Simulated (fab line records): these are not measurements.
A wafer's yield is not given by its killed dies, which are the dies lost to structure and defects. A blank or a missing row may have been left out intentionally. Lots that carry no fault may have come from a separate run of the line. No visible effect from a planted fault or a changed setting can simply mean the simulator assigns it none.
Shared-tool check || flow nand-harc || 4 lots and 12 wafers in the sample

REASON IT WAS OPENED
Flagged at NHARC_END_SORT_01: reading killed-at-periphery, on 1 of 4 lots. Fault-free wafers read 2.8, with a standard deviation of 2.2.
Rule: a lot is flagged when every wafer of it that has a number lies more than 4 standard deviations from that mean, or none has a number. As for the other lots, they are considered sound.

{"lot": "L159", "measured": "day 21 18:07", "on": "prober-02", "killed-at-periphery, wafer by wafer": "1 1 0", "flag": ""}
{"lot": "L161", "measured": "day 22 00:26", "on": "prober-02", "killed-at-periphery, wafer by wafer": "1 2 3", "flag": ""}
{"lot": "L160", "measured": "day 22 01:08", "on": "prober-01", "killed-at-periphery, wafer by wafer": "1 1 2", "flag": ""}
{"lot": "L162", "measured": "day 22 13:28", "on": "prober-02", "killed-at-periphery, wafer by wafer": "651 650 653", "flag": "FLAGGED"}
Averaged over the flagged lots the numbers come to 651.3, +648.5 from the usual (+99 or more standard deviations).

EACH LOT AND THE TOOL IT RAN ON
The record holds 4 process steps before the reading, out of a route of 1159 steps. Cell contents, in order: the tool; ch with the chambers the sampled wafers went through; the start.
{"lot": "L159", "flag": "", "NHARC_P_ZERO_WELL_DESCUM_39": "rie-diel-03 ch 0,1,3, day 3 22:17", "NHARC_P_ZERO_WELL_EXPOSE_49": "krf-scanner-04 ch 0, day 3 23:36", "NHARC_P_ZERO_WELL_DESCUM_54": "rie-diel-01 ch 1,2,3, day 3 23:55", "NHARC_P_STI_ETCH_31": "rie-diel-12 ch 1,2,3, day 21 18:07 or earlier"}
{"lot": "L161", "flag": "", "NHARC_P_ZERO_WELL_DESCUM_39": "rie-diel-03 ch 0,1,3, day 4 10:21", "NHARC_P_ZERO_WELL_EXPOSE_49": "krf-scanner-03 ch 0, day 4 11:32", "NHARC_P_ZERO_WELL_DESCUM_54": "rie-diel-05 ch 1,2, day 4 11:53", "NHARC_P_STI_ETCH_31": "rie-diel-12 ch 1,2,3, day 22 00:26 or earlier"}
{"lot": "L160", "flag": "", "NHARC_P_ZERO_WELL_DESCUM_39": "rie-diel-01 ch 0,1, day 4 04:29", "NHARC_P_ZERO_WELL_EXPOSE_49": "krf-scanner-03 ch 0, day 4 05:47", "NHARC_P_ZERO_WELL_DESCUM_54": "rie-diel-01 ch 1,2, day 4 06:07", "NHARC_P_STI_ETCH_31": "rie-diel-06 ch 1,2,3, day 22 01:08 or earlier"}
{"lot": "L162", "flag": "FLAGGED", "NHARC_P_ZERO_WELL_DESCUM_39": "rie-diel-01 ch 0,1,3, day 4 16:19", "NHARC_P_ZERO_WELL_EXPOSE_49": "krf-scanner-03 ch 0, day 4 17:29", "NHARC_P_ZERO_WELL_DESCUM_54": "rie-diel-05 ch 1,3, day 4 17:49", "NHARC_P_STI_ETCH_31": "no row"}
What these steps do:
- NHARC_P_ZERO_WELL_DESCUM_39: chemistry O2, time 3 s.
- NHARC_P_ZERO_WELL_EXPOSE_49: exposes mask P HVPW, target cd 2000 nm.
- NHARC_P_ZERO_WELL_DESCUM_54: chemistry O2, time 3 s.
- NHARC_P_STI_ETCH_31: etches the open film in CF4/CHF3, target depth 108.9 nm, time 54.5 s.
- NHARC_END_SORT_01

FLAGGED AGAINST TOTAL, ONE TOOL AT A TIME (gauges that did the reading follow at the end)
{"step": "NHARC_P_ZERO_WELL_DESCUM_39", "tool": "rie-diel-01", "lots run": 2, "flagged": 1, "share of the flagged lots": "all", "sound lots run after its first flagged lot": 0}
{"step": "NHARC_P_ZERO_WELL_DESCUM_39", "tool": "rie-diel-03", "lots run": 2, "flagged": 0, "share of the flagged lots": "none", "sound lots run after its first flagged lot": "-"}
{"step": "NHARC_P_ZERO_WELL_EXPOSE_49", "tool": "krf-scanner-03", "lots run": 3, "flagged": 1, "share of the flagged lots": "all", "sound lots run after its first flagged lot": 0}
{"step": "NHARC_P_ZERO_WELL_EXPOSE_49", "tool": "krf-scanner-04", "lots run": 1, "flagged": 0, "share of the flagged lots": "none", "sound lots run after its first flagged lot": "-"}
{"step": "NHARC_P_ZERO_WELL_DESCUM_54", "tool": "rie-diel-01", "lots run": 2, "flagged": 0, "share of the flagged lots": "none", "sound lots run after its first flagged lot": "-"}
{"step": "NHARC_P_ZERO_WELL_DESCUM_54", "tool": "rie-diel-05", "lots run": 2, "flagged": 1, "share of the flagged lots": "all", "sound lots run after its first flagged lot": 0}
{"step": "NHARC_P_STI_ETCH_31", "tool": "rie-diel-06", "lots run": 1, "flagged": 0, "share of the flagged lots": "none", "sound lots run after its first flagged lot": "-"}
{"step": "NHARC_P_STI_ETCH_31", "tool": "rie-diel-12", "lots run": 2, "flagged": 0, "share of the flagged lots": "none", "sound lots run after its first flagged lot": "-"}
{"step": "NHARC_END_SORT_01", "tool": "prober-01", "lots run": 1, "flagged": 0, "share of the flagged lots": "none", "sound lots run after its first flagged lot": "-"}
{"step": "NHARC_END_SORT_01", "tool": "prober-02", "lots run": 3, "flagged": 1, "share of the flagged lots": "all", "sound lots run after its first flagged lot": 0}
Because NHARC_P_STI_ETCH_31 lacks a start for some lots, the hours and order of its lots are taken from NHARC_END_SORT_01.

WHAT IS ALLOWED BY THE TABLE
4 rows of the table ran every flagged lot: rie-diel-01 at NHARC_P_ZERO_WELL_DESCUM_39, krf-scanner-03 at NHARC_P_ZERO_WELL_EXPOSE_49, rie-diel-05 at NHARC_P_ZERO_WELL_DESCUM_54, prober-02 at NHARC_END_SORT_01.
- rie-diel-01 at NHARC_P_ZERO_WELL_DESCUM_39: 1 of its 2 lots flagged. Last sound lot L160 at day 4 04:29, first flagged lot L162 at day 4 16:19; a fault beginning in between fits.
- krf-scanner-03 at NHARC_P_ZERO_WELL_EXPOSE_49: 1 of its 3 lots flagged. Last sound lot L161 at day 4 11:32, first flagged lot L162 at day 4 17:29; a fault beginning in between fits.
- rie-diel-05 at NHARC_P_ZERO_WELL_DESCUM_54: 1 of its 2 lots flagged. Last sound lot L161 at day 4 11:53, first flagged lot L162 at day 4 17:49; a fault beginning in between fits.
- prober-02 at NHARC_END_SORT_01: 1 of its 3 lots flagged. Last sound lot L161 at day 22 00:26, first flagged lot L162 at day 22 13:28; a fault beginning in between fits.
These 4 tools cannot be told apart by counting lots, since each of them fits a fault that started at some hour. More lots, or a look at what each step does to the wafer, might.

WHAT HAD BEEN PUT IN BY THE SIMULATOR
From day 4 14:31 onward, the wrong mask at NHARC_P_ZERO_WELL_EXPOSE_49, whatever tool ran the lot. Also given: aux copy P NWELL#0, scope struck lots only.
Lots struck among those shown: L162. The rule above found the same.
